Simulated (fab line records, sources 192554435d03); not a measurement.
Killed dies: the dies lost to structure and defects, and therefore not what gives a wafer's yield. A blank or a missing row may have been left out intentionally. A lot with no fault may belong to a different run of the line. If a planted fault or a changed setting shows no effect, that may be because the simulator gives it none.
Chamber matching ; flow n5 finfet ; N5_FIN_SAQP_SPACER1_ALD_24 on ald sin-01 has 4 sister chambers
The step deposits SiO2, target thk 20.3 nm, pulse time 1 s, purge time 2 s. 18 wafers are shown with their chamber, then 9 later ones without.

== WAFERS PAIRED WITH THEIR CHAMBERS ==
wafer;chamber;heater power outer w (W);heater power w (W);precursor pulse height rel
L076.2;1;264;499;0.983
L076.4;3;321;565;1.005
L076.6;0;247;474;0.985
L077.2;2;241;447;0.979
L077.3;1;260;508;1.016
L077.6;1;265;492;1.002
L079.1;3;317;563;0.999
L079.4;1;261;507;0.985
L079.5;1;261;487;1.002
L080.1;0;251;489;1.023
L080.3;3;319;559;1.018
L080.6;0;248;489;0.980
L081.3;1;256;493;1.001
L081.5;3;317;579;0.964
L081.6;2;248;448;0.991
L085.4;0;251;480;0.986
L085.5;3;317;569;0.994
L085.6;2;251;445;0.992

SIGNATURES (averages over the wafers above)
reading;chamber 0;chamber 1;chamber 2;chamber 3;scatter within a chamber
heater power outer w;249.25;261.17;246.67;318.20;3.04
heater power w;483.00;497.67;446.67;567.00;7.38
precursor pulse height rel;0.99350;0.99817;0.98733;0.99600;0.0161
Rule: for each reading, subtract the chamber's mean from the wafer's reading, divide by that reading's scatter and square the result; add these up over the readings and take the root, which gives the wafer's distance from the chamber. The wafer belongs to the nearest chamber; if the next one is less than 2 further off, it can't be placed. How the scatter is found: for the shown wafers, subtract from each reading the mean of its chamber, square and add these, divide the total by (wafers less chambers), then take the root.

== WAFERS WITHOUT THEIR CHAMBER ==
wafer;heater power outer w (W);heater power w (W);precursor pulse height rel
L087.4;315;560;1.042
L087.5;253;476;1.001
L087.6;329;554;1.019
L092.1;251;443;1.009
L092.3;262;491;1.004
L092.5;326;560;1.019
L094.1;256;457;0.975
L094.2;255;506;1.001
L094.5;251;492;1.066

== WHICH CHAMBER EACH ONE RAN IN ==
wafer;from the rows above;in truth
L087.4;3;3
L087.5;0;0
L087.6;3;3
L092.1;2;2
L092.3;1;1
L092.5;3;3
L094.1;can't be placed: 2 or 0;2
L094.2;can't be placed: 1 or 0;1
L094.5;can't be placed: 0 or 1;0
Correctly placed: 6 of 9. Not placeable from these rows: 3 (in 3, the candidates include the true chamber). Placed wrongly: 0.
